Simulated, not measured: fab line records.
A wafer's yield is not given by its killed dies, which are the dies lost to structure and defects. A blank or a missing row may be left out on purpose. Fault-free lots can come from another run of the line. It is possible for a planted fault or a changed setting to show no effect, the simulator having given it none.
Split-lot trial | flow n5_finfet | on a route of 1938 steps: 7 lots, 21 wafers read

## ABOUT THE SPLIT
At N5_BEOL_M9_ETCH_62 (etches SOC in N2/H2, target depth 110 nm, overetch 22 nm, time 165 s), the setting source_w was moved away from the recipe's 840 W on 7 of the 21 wafers read, by -15.3% to +13.2%. The other wafers ran this setting at the recipe's value.

The split's own step is where the reading is taken.

## THE READING
rf_vpp_V, in V, at N5_BEOL_M9_ETCH_62 (etches SOC in N2/H2, target depth 110 nm, overetch 22 nm, time 165 s). On this fab line, fault-free wafers typically give 524.8 V with a standard deviation of 2.8 V.

wafer  | tool, chamber at the split | source_w as run, W | against the recipe | rf_vpp_V, V | against lot-mates on the recipe
L075.1 | rie_diel-02, 0             | 840                | recipe             | 526.6       | -
L075.2 | rie_diel-02, 3             | 840                | recipe             | 529.3       | -
L075.3 | rie_diel-02, 1             | 840                | recipe             | 527.3       | -
L076.3 | rie_diel-02, 3             | 711.4              | -15.3%             | 558.2       | +37.4
L076.4 | rie_diel-02, 1             | 711.4              | -15.3%             | 557.3       | +36.5
L076.6 | rie_diel-02, 2             | 840                | recipe             | 520.8       | -
L081.1 | rie_diel-02, 2             | 950.5              | +13.2%             | 500.8       | -26.2
L081.2 | rie_diel-02, 1             | 840                | recipe             | 527.0       | -
L081.3 | rie_diel-02, 0             | 950.5              | +13.2%             | 506.3       | -20.7
L083.1 | rie_diel-06, 3             | 840                | recipe             | 528.6       | -
L083.2 | rie_diel-06, 1             | 840                | recipe             | 525.6       | -
L083.3 | rie_diel-06, 0             | 840                | recipe             | 522.5       | -
L086.3 | rie_diel-06, 0             | 750.5              | -10.7%             | 542.3       | +18.8
L086.4 | rie_diel-06, 2             | 840                | recipe             | 525.0       | -
L086.6 | rie_diel-06, 0             | 840                | recipe             | 521.9       | -
L089.1 | rie_diel-02, 3             | 949.2              | +13.0%             | 506.9       | -12.7
L089.3 | rie_diel-02, 2             | 840                | recipe             | 519.6       | -
L089.4 | rie_diel-02, 1             | 949.2              | +13.0%             | 505.2       | -14.4
L090.4 | rie_diel-06, 3             | 840                | recipe             | 527.9       | -
L090.5 | rie_diel-06, 0             | 840                | recipe             | 524.6       | -
L090.6 | rie_diel-06, 3             | 840                | recipe             | 528.3       | -

THE FIT
A straight line over all 21 wafers: rf_vpp_V changes by -1.78 V for each +1% of source_w; r = -0.97; the points scatter about the line by 3.4 V.
The same after taking each lot's own level away (the mean of its wafers on the recipe; 21 wafers): -1.83 V for each +1%; r = -0.96; scatter 4.3 V.
The reading moves by 28 V for the largest change in source_w, on that fit.
From 519.60 to 527.73 V: that is the span of the lots' own levels, equal to 2.9 times the standard deviation above.
The two slopes agree, so the slope changes little with the lot-to-lot level.
Check: with one of the wafers moved furthest among these (-15.3%) left out of the fit, the line predicts +27.5 V for it against its lot-mates. Against them it came out at +37.4 V.
Tool readings at the split's step, against how far the setting was moved: rf_vpp_V r = -0.97.

## THE WHOLE CHAIN: every reading that the file lists as answering this split, in the file's order
step               | what it does                                                         | reading                                                                          | change (the file's fit)               | r (the file's)
N5_BEOL_M9_ETCH_62 | etches SOC in N2/H2, target depth 110 nm, overetch 22 nm, time 165 s | rf_vpp_V                                                                         | -1.81 V for each +1% of the setting   | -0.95
N5_BEOL_M9_ETCH_62 | etches SOC in N2/H2, target depth 110 nm, overetch 22 nm, time 165 s | SiARC_of_BEOL_M9_COAT_60.thk_nm (the simulator's own value, which no gauge read) | -0.034 nm for each +1% of the setting | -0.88

## FILE'S OWN FIT
rf_vpp_V changes by -1.81 V for each +1% of source_w, r = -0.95.
